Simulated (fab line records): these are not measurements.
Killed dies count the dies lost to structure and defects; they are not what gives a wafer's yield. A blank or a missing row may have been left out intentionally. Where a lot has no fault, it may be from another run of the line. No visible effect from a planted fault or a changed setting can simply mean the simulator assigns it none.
Matching of chambers | flow nand_harc | pecvd-01 running NHARC_A_STAIRCASE_DEP_322: 3 sister chambers
The step deposits SiO2, target thk 7200 nm. 6 wafers are shown with their chamber, then 9 later ones without.

== EACH WAFER AND ITS CHAMBER ==
wafer  | chamber | rf_fwd_power_W (W) | heater_power_w (W)
L079.3 | 1       | 498.7              | 724
L082.1 | 0       | 499.9              | 768
L082.5 | 1       | 497.7              | 618
L083.2 | 2       | 499.7              | 692
L083.4 | 0       | 497.9              | 656
L083.5 | 2       | 496.8              | 662

== WAFERS WITH NO CHAMBER GIVEN ==
wafer  | rf_fwd_power_W (W) | heater_power_w (W)
L087.3 | 498.9              | 737
L087.4 | 498.8              | 630
L087.6 | 499.0              | 633
L090.2 | 499.7              | 823
L090.3 | 501.8              | 801
L090.5 | 503.2              | 621
L097.1 | 502.8              | 711
L097.2 | 500.7              | 707
L097.5 | 500.1              | 647

== WHICH CHAMBER EACH WENT THROUGH ==
wafer  | from the rows above          | in truth
L087.3 | can't be placed: 0 or 2 or 1 | 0
L087.4 | can't be placed: 1 or 2 or 0 | 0
L087.6 | can't be placed: 1 or 2 or 0 | 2
L090.2 | can't be placed: 0 or 2 or 1 | 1
L090.3 | can't be placed: 0 or 2 or 1 | 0
L090.5 | can't be placed: 0 or 2 or 1 | 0
L097.1 | can't be placed: 0 or 2 or 1 | 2
L097.2 | can't be placed: 0 or 2 or 1 | 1
L097.5 | can't be placed: 0 or 2 or 1 | 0
Placed correctly: 0 of 9. Unplaceable from these rows: 9, with the true chamber sitting among the candidates in 9. 0 placed wrongly.
How it was worked out, from the rows above alone: a wafer's distance from a chamber is the root of the sum, over the readings, of the square of ((its reading less the chamber's mean) divided by the reading's scatter). The wafer belongs to the nearest chamber; if the next one is less than 2 further off, it can't be placed. A chamber's mean is the mean of its shown wafers. The scatter: take each reading less its chamber's mean, square it, sum over the shown wafers, divide by the number of wafers less the number of chambers, and take the root.
